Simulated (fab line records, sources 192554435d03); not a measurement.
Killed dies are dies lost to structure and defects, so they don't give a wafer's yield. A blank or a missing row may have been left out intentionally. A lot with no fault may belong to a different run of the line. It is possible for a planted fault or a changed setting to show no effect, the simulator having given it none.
Matching of chambers :: flow n5_finfet :: N5_BEOL_M13_ETCH_38 on rie_diel-05: 4 sister chambers
The step etches SiCN in CF4/N2, target depth 67.5 nm, time 71.9 s. 16 wafers are shown with their chamber, then 8 later ones without.

## EACH WAFER AND ITS CHAMBER
wafer: L075.3
chamber: 1
drypump_motor_current_A (A): 5.19
throttle_valve_pct (%): 15.77
oes_product_au (a.u.): 0.70

wafer: L075.4
chamber: 0
drypump_motor_current_A (A): 5.77
throttle_valve_pct (%): 15.60
oes_product_au (a.u.): 0.71

wafer: L075.6
chamber: 1
drypump_motor_current_A (A): 5.18
throttle_valve_pct (%): 15.76
oes_product_au (a.u.): 0.70

wafer: L078.2
chamber: 1
drypump_motor_current_A (A): 5.17
throttle_valve_pct (%): 15.79
oes_product_au (a.u.): 0.70

wafer: L078.3
chamber: 3
drypump_motor_current_A (A): 5.74
throttle_valve_pct (%): 15.16
oes_product_au (a.u.): 0.82

wafer: L078.6
chamber: 0
drypump_motor_current_A (A): 5.75
throttle_valve_pct (%): 15.62
oes_product_au (a.u.): 0.70

wafer: L083.1
chamber: 1
drypump_motor_current_A (A): 5.20
throttle_valve_pct (%): 15.80
oes_product_au (a.u.): 0.69

wafer: L083.2
chamber: 2
drypump_motor_current_A (A): 5.62
throttle_valve_pct (%): 15.40
oes_product_au (a.u.): 0.93

wafer: L083.5
chamber: 1
drypump_motor_current_A (A): 5.19
throttle_valve_pct (%): 15.78
oes_product_au (a.u.): 0.69

wafer: L088.1
chamber: 0
drypump_motor_current_A (A): 5.83
throttle_valve_pct (%): 15.67
oes_product_au (a.u.): 0.70

wafer: L088.2
chamber: 3
drypump_motor_current_A (A): 5.76
throttle_valve_pct (%): 15.21
oes_product_au (a.u.): 0.81

wafer: L088.4
chamber: 2
drypump_motor_current_A (A): 5.68
throttle_valve_pct (%): 15.41
oes_product_au (a.u.): 0.91

wafer: L091.1
chamber: 2
drypump_motor_current_A (A): 5.65
throttle_valve_pct (%): 15.42
oes_product_au (a.u.): 0.89

wafer: L091.3
chamber: 1
drypump_motor_current_A (A): 5.18
throttle_valve_pct (%): 15.82
oes_product_au (a.u.): 0.68

wafer: L091.6
chamber: 0
drypump_motor_current_A (A): 5.82
throttle_valve_pct (%): 15.67
oes_product_au (a.u.): 0.68

wafer: L089.1
chamber: 2
drypump_motor_current_A (A): 5.63
throttle_valve_pct (%): 15.43
oes_product_au (a.u.): 0.88

SIGNATURES, as means of the wafers listed above
reading: drypump_motor_current_A
chamber 0: 5.7925
chamber 1: 5.1850
chamber 2: 5.6450
chamber 3: 5.7500
scatter within a chamber: 0.0247

reading: throttle_valve_pct
chamber 0: 15.6400
chamber 1: 15.7867
chamber 2: 15.4150
chamber 3: 15.1850
scatter within a chamber: 0.0256

reading: oes_product_au
chamber 0: 0.6975
chamber 1: 0.6933
chamber 2: 0.9025
chamber 3: 0.8150
scatter within a chamber: 0.0139
Rule: for a wafer and a chamber, the distance is found by dividing, reading by reading, the gap between the wafer's reading and the chamber's mean by the reading's scatter, squaring, summing and taking the root. If the next closest chamber is less than 2 further off than the closest, the wafer can't be placed; otherwise it belongs to the closest. The scatter: the root of (the sum of the squares of (reading less its chamber's mean) over the shown wafers, divided by (wafers less chambers)).

## WAFERS WITH NO CHAMBER GIVEN
wafer: L089.3
drypump_motor_current_A (A): 5.75
throttle_valve_pct (%): 15.67
oes_product_au (a.u.): 0.69

wafer: L089.5
drypump_motor_current_A (A): 5.78
throttle_valve_pct (%): 15.67
oes_product_au (a.u.): 0.69

wafer: L093.1
drypump_motor_current_A (A): 5.75
throttle_valve_pct (%): 15.24
oes_product_au (a.u.): 0.80

wafer: L093.3
drypump_motor_current_A (A): 5.80
throttle_valve_pct (%): 15.69
oes_product_au (a.u.): 0.69

wafer: L093.5
drypump_motor_current_A (A): 5.74
throttle_valve_pct (%): 15.22
oes_product_au (a.u.): 0.80

wafer: L096.3
drypump_motor_current_A (A): 5.78
throttle_valve_pct (%): 15.25
oes_product_au (a.u.): 0.78

wafer: L096.5
drypump_motor_current_A (A): 5.16
throttle_valve_pct (%): 15.86
oes_product_au (a.u.): 0.66

wafer: L096.6
drypump_motor_current_A (A): 5.77
throttle_valve_pct (%): 15.26
oes_product_au (a.u.): 0.79

## WHICH CHAMBER EACH WENT THROUGH
wafer: L089.3
from the rows above: 0
in truth: 0

wafer: L089.5
from the rows above: 0
in truth: 0

wafer: L093.1
from the rows above: 3
in truth: 3

wafer: L093.3
from the rows above: 0
in truth: 0

wafer: L093.5
from the rows above: 3
in truth: 3

wafer: L096.3
from the rows above: 3
in truth: 3

wafer: L096.5
from the rows above: 1
in truth: 1

wafer: L096.6
from the rows above: 3
in truth: 3
Correctly placed: 8 of 8. From these rows, 0 cannot be placed. Wrongly placed: 0.
